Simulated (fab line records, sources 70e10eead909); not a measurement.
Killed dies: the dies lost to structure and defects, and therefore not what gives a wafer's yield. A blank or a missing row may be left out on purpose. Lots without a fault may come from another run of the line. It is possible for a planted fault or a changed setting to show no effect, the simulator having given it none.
fab line records -- flow nand-harc -- part 1 of 2: steps 1 to 23 of 37
[record] lots = 5, wafers = 15, last-day = 34
route steps=1302 shown P_GATE@144
lots that met no fault: from a run of the same line without faults
start-h: hours from the record's opening day to when the first of the lot's shown wafers began -- wait-h: how many hours have passed since the lot's step before this one -- " repeats the value in the row above -- L1.1+2: a row that stands for several wafers -- - either no value or no given start -- * or withheld: withheld -- < > ~ a bound
route shown NAME@n: NAME is a module with steps in the file, n the number in the route of the first one -- usual: average and standard deviation across the fault-free wafers -- same: alike in all rows -- chamber/n: place in a boat -- sites: per-site readings -- _std_site: how widely they spread, as a standard deviation -- _edge_site: mean of outer sites minus mean of inner sites -- radius-mm: for every site, how far away it sits from the centre of the wafer -- mask NAME#n: copy n -- behind: the most recent tool/chamber to have shaped the wafer -- hold: why the lot went on hold/how many hours it stayed there/how the hold came to an end -- device: the transistor (n, p or np) that didn't switch -- end of line: the tests these same wafers got at the end of their route -- a step with no rows: only its recipe -- killed: not the wafer's yield, but the dies lost to structure and defects at the first sort -- map: a wafer's dies, x killed, . not, _ none there
set.NAME: setting as actually run; set.NAME@STEP: the setting as run at that earlier step -- model.NAME: the simulator's own value behind a step, which no gauge read
lots at some steps of the route; a table a step, a row a wafer
services: when a tool's chamber went out of use (start-h, in hours from the record's first day, below 0 if earlier), for how many hours, and the reason
[[steps]]
[step NHARC_P_GATE_DESCUM_31]
[recipe] time-s = 3, o2-flow-sccm = 200, ar-flow-sccm = 0, bias-power-w = 0, chemistry = O2
[usual] drypump-motor-current-A = 5.8/0.53, o2-flow-sccm = 200.0/0.59, oes-product-au = 1.003/0.01, rf-vpp-V = 57.9/0.79, showerhead-plenum-p-Torr = 1.91/0.077, throttle-valve-pct = 11.311/0.0086
lot.wafer,tool,chamber,start-h,wait-h,drypump-motor-current-A,o2-flow-sccm,oes-product-au,rf-hours-counter-h,rf-vpp-V,showerhead-plenum-p-Torr,throttle-valve-pct
L074.1,rie-diel-02,2,95.35,0.1,5.8,201.5,0.985,2.8,57.4,1.78,11.305
L074.4,rie-diel-02,3,95.35,0.1,5.7,200.6,0.984,3.3,58.4,1.81,11.310
L074.2,rie-diel-02,0,95.35,0.1,5.7,199.4,0.995,3.2,58.2,2.01,11.319
L077.4,rie-diel-12,3,127.26,0.1,5.1,200.2,1.001,1.3,56.9,1.90,11.317
L077.1,rie-diel-12,0,127.26,0.1,5.5,199.3,1.009,0.9,59.7,2.05,11.321
L077.6,rie-diel-12,3,127.26,0.1,5.1,200.9,0.992,-,57.8,1.90,11.320
L079.3,rie-diel-12,2,150.88,0.1,4.6,198.9,0.991,3.7,57.6,1.98,11.311
L079.4,rie-diel-12,3,150.88,0.1,5.2,200.2,0.998,3.5,57.8,1.90,11.312
L079.2,rie-diel-12,0,150.88,0.1,5.5,199.6,1.001,2.2,58.3,2.05,11.307
L080.4,rie-diel-12,2,165.60,0.1,4.6,200.8,0.977,5.1,58.4,1.98,11.313
L080.1,rie-diel-12,1,165.60,0.1,5.9,201.4,0.992,3.4,57.6,1.92,11.307
L080.6,rie-diel-12,2,165.60,0.1,4.6,200.5,0.979,-,58.3,1.98,11.313
L097.3,rie-diel-02,1,322.84,0.1,5.7,200.4,1.024,4.3,57.6,1.88,11.327
L097.6,rie-diel-02,2,322.84,0.1,5.8,200.8,0.983,-,57.2,1.77,11.311
L097.4,rie-diel-02,0,322.84,0.1,5.7,200.5,1.012,-,58.3,2.00,11.306
[step NHARC_P_GATE_ETCH_104]
[recipe] target-depth-a = 600, time-s = withheld, cf4-flow-sccm = 100, chf3-flow-sccm = 30, ar-flow-sccm = 0, rf-w = 500, bias-w = 200, chemistry = CF4/CHF3
[usual] drypump-motor-current-A = 5.8/0.53, oes-product-au = 0.944/0.022, rf-vpp-V = 370.6/2.1, showerhead-plenum-p-Torr = 1.57/0.058, throttle-valve-pct = 16.804/0.0092
lot.wafer,tool,chamber,start-h,wait-h,drypump-motor-current-A,oes-product-au,rf-vpp-V,showerhead-plenum-p-Torr,throttle-valve-pct
L074.2,rie-diel-02,2,95.44,0.1,5.8,0.955,367.8,1.47,16.797
L074.1,rie-diel-02,0,95.44,0.1,5.7,0.969,373.7,1.65,16.791
L074.4,rie-diel-02,1,95.44,0.1,5.7,0.974,370.3,1.55,16.811
L077.4,rie-diel-12,1,127.35,0.1,5.9,0.931,372.0,1.58,16.798
L077.1,rie-diel-12,0,127.35,0.1,5.5,0.938,373.3,1.68,16.796
L077.6,rie-diel-12,1,127.35,0.1,5.8,0.928,371.8,1.58,16.819
L079.3,rie-diel-12,1,150.97,0.1,5.8,0.927,371.0,1.58,16.796
L079.4,rie-diel-12,2,150.97,0.1,4.6,0.924,372.1,1.63,16.790
L079.2,rie-diel-12,3,150.97,0.1,5.2,0.924,370.9,1.56,16.795
L080.4,rie-diel-12,2,165.69,0.1,4.6,0.961,373.8,1.63,16.810
L080.1,rie-diel-12,0,165.69,0.1,5.5,0.981,374.8,1.68,16.809
L080.6,rie-diel-12,3,165.69,0.1,5.1,0.971,370.0,1.56,16.807
L097.3,rie-diel-02,1,322.93,0.1,5.7,0.929,370.7,1.55,16.816
L097.6,rie-diel-02,2,322.93,0.1,5.8,0.924,366.9,1.47,16.804
L097.4,rie-diel-02,0,322.93,0.1,5.7,0.926,372.1,1.64,16.802
[step NHARC_P_GATE_HM_OPEN_105]
[recipe] target-depth-a = 3600, o2-flow-sccm = 400, cos-flow-sccm = 20, ar-flow-sccm = 0, rf-w = 500, bias-w = 300, chemistry = O2/COS
[usual] drypump-motor-current-A = 5.8/0.54, o2-flow-sccm = 400.1/1.2, oes-product-au = 1.002/0.0093, rf-vpp-V = 467.2/2.5, showerhead-plenum-p-Torr = 3.13/0.11, throttle-valve-pct = 28.330/0.009
lot.wafer,tool,chamber,start-h,wait-h,drypump-motor-current-A,o2-flow-sccm,oes-product-au,rf-hours-counter-h,rf-vpp-V,showerhead-plenum-p-Torr,throttle-valve-pct
L074.4,rie-diel-02,0,-,-,5.7,400.1,0.999,3.2,468.8,3.26,28.325
L074.2,rie-diel-02,1,-,-,5.7,399.0,0.989,2.7,464.9,3.08,28.333
L074.1,rie-diel-02,2,-,-,5.8,400.5,0.988,2.8,462.2,2.91,28.329
L077.1,rie-diel-12,2,-,-,4.6,400.5,1.007,1.4,469.4,3.23,28.332
L077.4,rie-diel-12,1,-,-,5.9,400.7,1.000,1.0,468.5,3.14,28.336
L077.6,rie-diel-12,3,-,-,5.1,400.4,1.004,-,465.7,3.10,28.321
L079.4,rie-diel-12,2,-,-,4.6,398.7,1.005,3.7,469.7,3.23,28.323
L079.2,rie-diel-12,0,-,-,5.5,400.9,1.012,2.3,472.0,3.34,28.349
L079.3,rie-diel-12,1,-,-,5.9,401.2,0.993,2.4,467.8,3.14,28.325
L080.4,rie-diel-12,0,-,-,5.5,399.2,1.007,3.7,473.1,3.33,28.332
L080.1,rie-diel-12,2,-,-,4.6,398.9,0.991,5.1,469.9,3.23,28.348
L080.6,rie-diel-12,0,-,-,5.5,398.5,1.005,-,472.7,3.33,28.315
L097.3,rie-diel-02,0,-,-,5.7,401.7,1.009,4.5,471.5,3.26,28.340
L097.6,rie-diel-02,2,-,-,5.8,400.3,0.995,-,463.7,2.91,28.326
L097.4,rie-diel-02,0,-,-,5.7,399.4,1.002,-,470.6,3.26,28.327
[step NHARC_P_GATE_STRIP_106]
[recipe] o2-flow-sccm = 400, cos-flow-sccm = 20, ar-flow-sccm = 0, bias-w = 0, chemistry = O2/COS
lot.wafer,tool,chamber,start-h,wait-h
L074.1+2+4,rie-diel-02,"0,1,3",-,-
L077.1+4+6,rie-diel-12,"3,1,0",-,-
L079.3+2+4,rie-diel-12,"1,2,3",-,-
L080.1+4+6,rie-diel-12,"2,1,3",-,-
L097.3+6+4,rie-diel-02,"0,1,2",-,-
[step NHARC_P_GATE_ETCH_114]
[recipe] target-depth-a = 300, overetch-a = 30, time-s = 16.5, ion-energy-ev = 100, cf4-flow-sccm = 80, o2-flow-sccm = 20, ar-flow-sccm = 0, rf-w = 300, bias-w = 100, chemistry = CF4/O2
[usual] drypump-motor-current-A = 5.8/0.56, o2-flow-sccm = 19.99/0.058, oes-product-au = 1.001/0.011, rf-vpp-V = 197.8/1.3, showerhead-plenum-p-Torr = 1.34/0.05, throttle-valve-pct = 13.397/0.0087
lot.wafer,tool,chamber,start-h,wait-h,drypump-motor-current-A,o2-flow-sccm,oes-product-au,rf-hours-counter-h,rf-vpp-V,showerhead-plenum-p-Torr,throttle-valve-pct
L074.2,rie-diel-02,0,-,-,5.7,20.01,1.000,3.3,199.9,1.40,13.402
L074.1,rie-diel-02,1,-,-,5.7,20.00,0.987,2.8,197.6,1.32,13.398
L074.4,rie-diel-02,3,-,-,5.8,19.93,0.992,3.3,196.2,1.27,13.400
L077.1,rie-diel-12,3,-,-,5.1,19.86,1.005,1.3,198.8,1.32,13.402
L077.4,rie-diel-12,1,-,-,5.9,19.95,0.993,1.0,197.5,1.34,13.395
L077.6,rie-diel-12,2,-,-,4.6,19.97,1.003,-,199.4,1.38,13.390
L079.4,rie-diel-12,2,-,-,4.6,20.13,1.001,3.7,199.5,1.38,13.420
L079.2,rie-diel-12,3,-,-,5.1,20.01,1.001,3.6,196.8,1.32,13.409
L079.3,rie-diel-12,0,-,-,5.5,20.02,1.010,2.3,201.1,1.43,13.404
L080.1,rie-diel-12,0,-,-,5.5,19.95,1.009,3.7,198.7,1.43,13.409
L080.4,rie-diel-12,1,-,-,5.9,20.05,0.995,3.5,198.8,1.34,13.383
L080.6,rie-diel-12,3,-,-,5.2,19.96,1.010,-,198.4,1.32,13.412
L097.3,rie-diel-02,0,-,-,5.7,19.90,1.010,4.5,198.0,1.40,13.401
L097.6,rie-diel-02,1,-,-,5.7,20.00,1.018,-,196.5,1.31,13.388
L097.4,rie-diel-02,2,-,-,5.8,20.09,0.994,-,195.5,1.24,13.398
[step NHARC_P_GATE_ETCH_32]
[recipe] target-depth-a = 1500, over-etch-frac = 1, over-etch-ion-energy-ev = 40, time-s = 100.1, hbr-flow-sccm = 150, cl2-flow-sccm = 50, rf-w = 400, icp-w = 400, bias-w = 100, chemistry = HBr/Cl2
[usual] drypump-motor-current-A = 5.6/0.43, oes-product-au = 0.998/0.0098, throttle-valve-pct = 26.405/0.0091
lot.wafer,tool,chamber,start-h,wait-h,drypump-motor-current-A,oes-product-au,rf-hours-counter-h,throttle-valve-pct
L074.1,rie-si-02,1,95.83,-,6.0,0.991,1.07,26.410
L074.2,rie-si-02,2,95.83,-,5.9,0.989,1.06,26.411
L074.4,rie-si-02,3,95.83,-,5.1,0.995,1.02,26.420
L077.4,rie-si-06,0,127.74,-,5.5,0.983,0.38,26.383
L077.1,rie-si-06,2,127.74,-,6.2,1.005,0.39,26.401
L077.6,rie-si-06,3,127.74,-,6.0,1.009,-,26.404
L079.3,rie-si-02,1,151.34,-,6.0,0.992,0.31,26.415
L079.2,rie-si-02,2,151.34,-,5.9,1.003,0.30,26.401
L079.4,rie-si-02,3,151.34,-,5.1,0.996,0.26,26.401
L080.4,rie-si-02,0,166.08,-,5.5,1.001,0.35,26.393
L080.1,rie-si-02,2,166.08,-,5.9,1.011,0.45,26.402
L080.6,rie-si-02,0,166.08,-,5.5,1.002,-,26.402
L097.3,rie-si-02,3,323.82,-,5.2,0.995,0.27,26.396
L097.4,rie-si-02,0,323.82,-,5.5,1.010,0.19,26.395
L097.6,rie-si-02,2,323.82,-,5.9,0.986,-,26.400
[step NHARC_P_GATE_STRIP_108]
[recipe] o2-flow-sccm = 500, ar-flow-sccm = 0, bias-w = 0, chemistry = O2
[usual] drypump-motor-current-A = 5.8/0.49, o2-flow-sccm = 500.2/1.5, oes-product-au = 0.998/0.01, rf-vpp-V = 57.6/0.88, showerhead-plenum-p-Torr = 3.52/0.14, throttle-valve-pct = 17.037/0.0085
lot.wafer,tool,chamber,start-h,wait-h,drypump-motor-current-A,o2-flow-sccm,oes-product-au,rf-hours-counter-h,rf-vpp-V,showerhead-plenum-p-Torr,throttle-valve-pct
L074.1,rie-diel-02,1,95.99,-,5.7,497.9,0.981,2.8,56.9,3.48,17.048
L074.4,rie-diel-02,2,95.99,-,5.8,500.7,0.989,2.9,57.7,3.29,17.028
L074.2,rie-diel-02,3,95.99,-,5.8,500.0,0.987,3.3,58.7,3.35,17.038
L077.4,rie-diel-10,0,127.90,-,6.7,500.6,1.007,3.4,56.7,3.57,17.047
L077.1,rie-diel-10,2,127.90,-,6.1,499.9,0.997,3.8,58.9,3.48,17.031
L077.6,rie-diel-10,0,127.90,-,6.7,500.4,1.003,-,59.1,3.57,17.030
L079.3,rie-diel-02,0,151.50,-,5.7,501.6,1.008,6.1,58.0,3.69,17.036
L079.4,rie-diel-02,1,151.50,-,5.7,500.5,1.003,5.2,57.3,3.48,17.041
L079.2,rie-diel-02,3,151.50,-,5.8,498.0,0.994,6.2,57.3,3.35,17.045
L080.4,rie-diel-02,2,166.22,-,5.8,501.7,0.995,5.6,57.2,3.29,17.039
L080.1,rie-diel-02,1,166.22,-,5.7,499.8,0.992,5.5,57.9,3.48,17.057
L080.6,rie-diel-02,2,166.22,-,5.8,502.1,0.994,-,56.5,3.29,17.035
L097.3,rie-diel-10,0,323.99,-,6.7,501.4,0.991,2.8,57.8,3.57,17.035
L097.4,rie-diel-10,1,323.99,-,6.5,498.1,1.001,2.6,57.6,3.44,17.036
L097.6,rie-diel-10,3,323.99,-,6.2,502.1,1.006,-,56.3,3.63,17.029
[step NHARC_P_GATE_CD_MEAS_33]
[usual] cd-nm = 121.0/2.5
lot.wafer,tool,chamber,start-h,wait-h,cd-nm
L074.1,cd-sem-01,-,96.15,-,124.2
L074.2,cd-sem-01,-,96.15,-,123.0
L074.4,cd-sem-01,-,96.15,-,124.8
L077.1,cd-sem-01,-,128.06,-,121.3
L077.4,cd-sem-01,-,128.06,-,119.2
L077.6,cd-sem-01,-,128.06,-,121.9
L079.2,cd-sem-02,-,151.68,-,123.7
L079.3,cd-sem-02,-,151.68,-,116.7
L079.4,cd-sem-02,-,151.68,-,120.6
L080.1,cd-sem-03,-,166.40,-,124.0
L080.4,cd-sem-03,-,166.40,-,122.9
L080.6,cd-sem-03,-,166.40,-,121.5
L097.3,cd-sem-01,-,324.15,-,123.3
L097.4,cd-sem-01,-,324.15,-,126.2
L097.6,cd-sem-01,-,324.15,-,121.2
[step NHARC_P_GATE_STRIP_35]
[recipe] time-s = 600, temp-c = 130, chemistry = SPM
lot.wafer,tool,chamber,start-h,wait-h
L074.4+2+1,wet-bench-06,"2,5,6",96.24,0.1
L077.1+4+6,wet-bench-06,"4,5,6",128.16,0.1
L079.2+4+3,wet-bench-05,"2,3,5",151.77,0.1
L080.4+1+6,wet-bench-03,"6,0,1",166.49,0.1
L097.6+4+3,wet-bench-06,"3,6,7",324.23,0.1
[step NHARC_P_GATE_PRECLEAN_73]
[recipe] time-s = *, temp-c = 50, bath-age-min = 0, chemistry = SC1
lot.wafer,tool,chamber,start-h,wait-h
L074.4+2+1,wet-bench-06,"2,5,6",-,-
L077.1+4+6,wet-bench-06,"4,5,6",-,-
L079.2+4+3,wet-bench-05,"2,3,5",-,-
L080.4+1+6,wet-bench-03,"6,0,1",-,-
L097.6+4+3,wet-bench-06,"3,6,7",-,-
[step NHARC_P_GATE_SRD_74]
lot.wafer,tool,chamber,start-h,wait-h
L074.4+2+1,wet-bench-06,"2,5,6",-,-
L077.1+4+6,wet-bench-06,"4,5,6",-,-
L079.2+4+3,wet-bench-05,"2,3,5",-,-
L080.4+1+6,wet-bench-03,"6,0,1",-,-
L097.6+4+3,wet-bench-06,"3,6,7",-,-
[step NHARC_P_GATE_ALD_36]
[recipe] target-thk-a = 200, pulse-time-s = 60, ald-cycles = 223, temp-c = 400, material = SiNx
[usual] heater-power-outer-w = 517/78, heater-power-w = 823/100, precursor-pulse-height-rel = 1.000/0.02
[same] ald-cycles = 223
lot.wafer,tool,chamber,start-h,wait-h,heater-power-outer-w,heater-power-w,precursor-pulse-height-rel
L074.2,ald-sin-04,1,96.61,-,531,817,0.992
L074.1,ald-sin-04,3,98.73,-,541,840,0.995
L074.4,ald-sin-04,0,99.79,-,458,723,1.000
L077.1,ald-sin-04,3,128.52,-,517,849,0.975
L077.4,ald-sin-04,2,131.68,-,456,702,1.015
L077.6,ald-sin-04,3,132.73,-,530,854,0.979
L079.2,ald-sin-01,2,152.14,-,477,801,1.035
L079.3,ald-sin-01,3,153.20,-,630,933,0.966
L079.4,ald-sin-01,0,154.26,-,552,899,1.025
L080.4,ald-sin-04,2,167.89,-,447,689,1.008
L080.1,ald-sin-04,3,168.93,-,527,864,0.994
L080.6,ald-sin-04,1,171.01,-,548,809,0.984
L097.4,ald-sin-01,2,326.71,-,493,822,1.014
L097.3,ald-sin-01,3,327.76,-,591,888,0.995
L097.6,ald-sin-01,0,328.81,-,535,863,1.009
[step NHARC_P_GATE_ETCHBACK_37]
[recipe] target-depth-a = 345, time-s = 17.2, chf3-flow-sccm = 50, o2-flow-sccm = 10, ar-flow-sccm = 200, rf-w = 500, bias-w = 200, chemistry = CHF3/O2
[usual] drypump-motor-current-A = 5.8/0.5, o2-flow-sccm = 10.002/0.027, oes-product-au = 0.944/0.029, rf-vpp-V = 370.4/2.3, showerhead-plenum-p-Torr = 2.39/0.095, throttle-valve-pct = 20.573/0.0094
lot.wafer,tool,chamber,start-h,wait-h,drypump-motor-current-A,o2-flow-sccm,oes-product-au,rf-hours-counter-h,rf-vpp-V,showerhead-plenum-p-Torr,throttle-valve-pct
L074.4,rie-diel-02,1,-,-,5.7,10.039,0.928,3.0,370.2,2.37,20.569
L074.2,rie-diel-02,3,-,-,5.7,10.027,0.935,3.5,367.8,2.28,20.565
L074.1,rie-diel-02,0,-,-,5.7,10.038,0.934,3.5,374.0,2.51,20.563
L077.4,rie-diel-02,0,-,-,5.7,9.995,0.919,6.0,372.9,2.51,20.578
L077.1,rie-diel-02,1,-,-,5.7,9.982,0.928,5.1,370.7,2.37,20.569
L077.6,rie-diel-02,3,-,-,5.7,9.961,0.918,-,367.7,2.28,20.575
L079.3,rie-diel-10,3,-,-,6.2,10.008,1.003,5.1,372.1,2.47,20.552
L079.4,rie-diel-10,0,-,-,6.7,10.001,0.997,4.6,371.8,2.43,20.586
L079.2,rie-diel-10,2,-,-,6.1,9.993,0.993,5.8,370.5,2.37,20.590
L080.1,rie-diel-12,3,-,-,5.1,9.962,0.927,5.5,369.6,2.38,20.570
L080.4,rie-diel-12,1,-,-,5.9,10.062,0.917,3.8,369.7,2.42,20.592
L080.6,rie-diel-12,3,-,-,5.1,10.004,0.929,-,370.6,2.38,20.559
L097.4,rie-diel-12,1,-,-,5.9,10.035,0.955,4.5,370.5,2.41,20.574
L097.3,rie-diel-12,2,-,-,4.6,10.012,0.973,4.4,372.2,2.48,20.580
L097.6,rie-diel-12,0,-,-,5.5,9.965,0.967,-,374.3,2.56,20.597
[step NHARC_P_GATE_STRIP_101]
[recipe] time-s = 20, o2-flow-sccm = 500, ar-flow-sccm = 0, bias-w = 0, chemistry = O2
[usual] drypump-motor-current-A = 5.8/0.5, o2-flow-sccm = 500.1/1.5, oes-product-au = 0.999/0.01, rf-vpp-V = 57.8/0.93, showerhead-plenum-p-Torr = 3.51/0.13, throttle-valve-pct = 17.036/0.0082
lot.wafer,tool,chamber,start-h,wait-h,drypump-motor-current-A,o2-flow-sccm,oes-product-au,rf-hours-counter-h,rf-vpp-V,showerhead-plenum-p-Torr,throttle-valve-pct
L074.2,rie-diel-02,0,106.27,0.1,5.7,501.3,0.994,3.5,58.1,3.69,17.058
L074.4,rie-diel-02,1,106.27,0.1,5.7,499.7,0.986,3.0,57.6,3.48,17.039
L074.1,rie-diel-02,2,106.27,0.1,5.8,501.0,0.988,3.1,56.5,3.29,17.035
L077.1,rie-diel-02,3,138.11,0.1,5.7,499.6,0.994,6.2,57.3,3.35,17.043
L077.4,rie-diel-02,0,138.11,0.1,5.7,499.9,1.013,6.0,59.2,3.69,17.030
L077.6,rie-diel-02,3,138.11,0.1,5.8,500.4,0.990,-,57.9,3.35,17.041
L079.2,rie-diel-10,2,161.78,0.1,6.1,501.3,0.997,5.8,57.7,3.48,17.014
L079.4,rie-diel-10,3,161.78,0.1,6.2,504.6,1.001,5.2,58.2,3.63,17.023
L079.3,rie-diel-10,1,161.78,0.1,6.5,500.4,0.987,5.2,58.0,3.45,17.035
L080.1,rie-diel-12,3,176.35,0.1,5.1,499.2,1.009,5.6,56.9,3.50,17.038
L080.4,rie-diel-12,0,176.35,0.1,5.5,496.6,1.005,4.0,57.3,3.77,17.048
L080.6,rie-diel-12,3,176.35,0.1,5.1,499.3,1.002,-,57.4,3.50,17.036
L097.3,rie-diel-12,2,334.18,0.1,4.6,500.8,1.019,4.4,60.0,3.64,17.029
L097.4,rie-diel-12,1,334.18,0.1,5.8,501.3,1.009,4.5,57.8,3.54,17.027
L097.6,rie-diel-12,2,334.18,0.1,4.6,503.0,1.019,-,58.3,3.64,17.030
[step NHARC_P_GATE_PRECLEAN_97]
[recipe] time-s = 600, temp-c = 120, chemistry = SPM
lot.wafer,tool,chamber,start-h,wait-h
L074.4+1+2,wet-bench-05,"1,2,4",106.37,-
L077.6+4+1,wet-bench-06,"2,3,4",138.23,-
L079.3+4+2,wet-bench-05,"4,5,7",161.88,-
L080.6+4+1,wet-bench-05,"7,0,4",176.45,-
L097.3+6+4,wet-bench-05,"3,5,6",334.29,-
[step NHARC_P_GATE_SRD_98]
lot.wafer,tool,chamber,start-h,wait-h
L074.4+1+2,wet-bench-05,"1,2,4",-,-
L077.6+4+1,wet-bench-06,"2,3,4",-,-
L079.3+4+2,wet-bench-05,"4,5,7",-,-
L080.6+4+1,wet-bench-05,"7,0,4",-,-
L097.3+6+4,wet-bench-05,"3,5,6",-,-
[step NHARC_P_GATE_PRECLEAN_99]
[recipe] time-s = *, temp-c = 50, bath-age-min = 0, chemistry = SC1
lot.wafer,tool,chamber,start-h,wait-h
L074.4+1+2,wet-bench-05,"1,2,4",-,-
L077.6+4+1,wet-bench-06,"2,3,4",-,-
L079.3+4+2,wet-bench-05,"4,5,7",-,-
L080.6+4+1,wet-bench-05,"7,0,4",-,-
L097.3+6+4,wet-bench-05,"3,5,6",-,-
[step NHARC_P_GATE_SRD_100]
lot.wafer,tool,chamber,start-h,wait-h
L074.4+1+2,wet-bench-05,"1,2,4",-,-
L077.6+4+1,wet-bench-06,"2,3,4",-,-
L079.3+4+2,wet-bench-05,"4,5,7",-,-
L080.6+4+1,wet-bench-05,"7,0,4",-,-
L097.3+6+4,wet-bench-05,"3,5,6",-,-
[step NHARC_P_GATE_DEHYDRATE_38]
[recipe] temp-c = 150, time-s = 120
lot.wafer,tool,chamber,start-h,wait-h
L074.1+2+4,litho-track-02,0,106.84,-
L077.1+4+6,litho-track-03,0,138.61,-
L079.2+3+4,litho-track-02,0,162.29,-
L080.1+4+6,litho-track-03,0,176.84,-
L097.3+4+6,litho-track-03,0,334.68,-
[step NHARC_P_GATE_HMDS_39]
[recipe] time-s = 30
lot.wafer,tool,chamber,start-h,wait-h
L074.1+2+4,litho-track-02,0,-,-
L077.1+4+6,litho-track-03,0,-,-
L079.2+3+4,litho-track-02,0,-,-
L080.1+4+6,litho-track-03,0,-,-
L097.3+4+6,litho-track-03,0,-,-
[step NHARC_P_GATE_COAT_40]
[recipe] spin-rpm = 3000
lot.wafer,tool,chamber,start-h,wait-h
L074.1+2+4,litho-track-02,0,-,-
L077.1+4+6,litho-track-03,0,-,-
L079.2+3+4,litho-track-02,0,-,-
L080.1+4+6,litho-track-03,0,-,-
L097.3+4+6,litho-track-03,0,-,-
[step NHARC_P_GATE_SOFTBAKE_41]
[recipe] temp-c = 122, time-s = 95
lot.wafer,tool,chamber,start-h,wait-h
L074.1+2+4,litho-track-02,0,-,-
L077.1+4+6,litho-track-03,0,-,-
L079.2+3+4,litho-track-02,0,-,-
L080.1+4+6,litho-track-03,0,-,-
L097.3+4+6,litho-track-03,0,-,-
[step NHARC_P_GATE_EBR_42]
lot.wafer,tool,chamber,start-h,wait-h
L074.1+2+4,litho-track-02,0,-,-
L077.1+4+6,litho-track-03,0,-,-
L079.2+3+4,litho-track-02,0,-,-
L080.1+4+6,litho-track-03,0,-,-
L097.3+4+6,litho-track-03,0,-,-
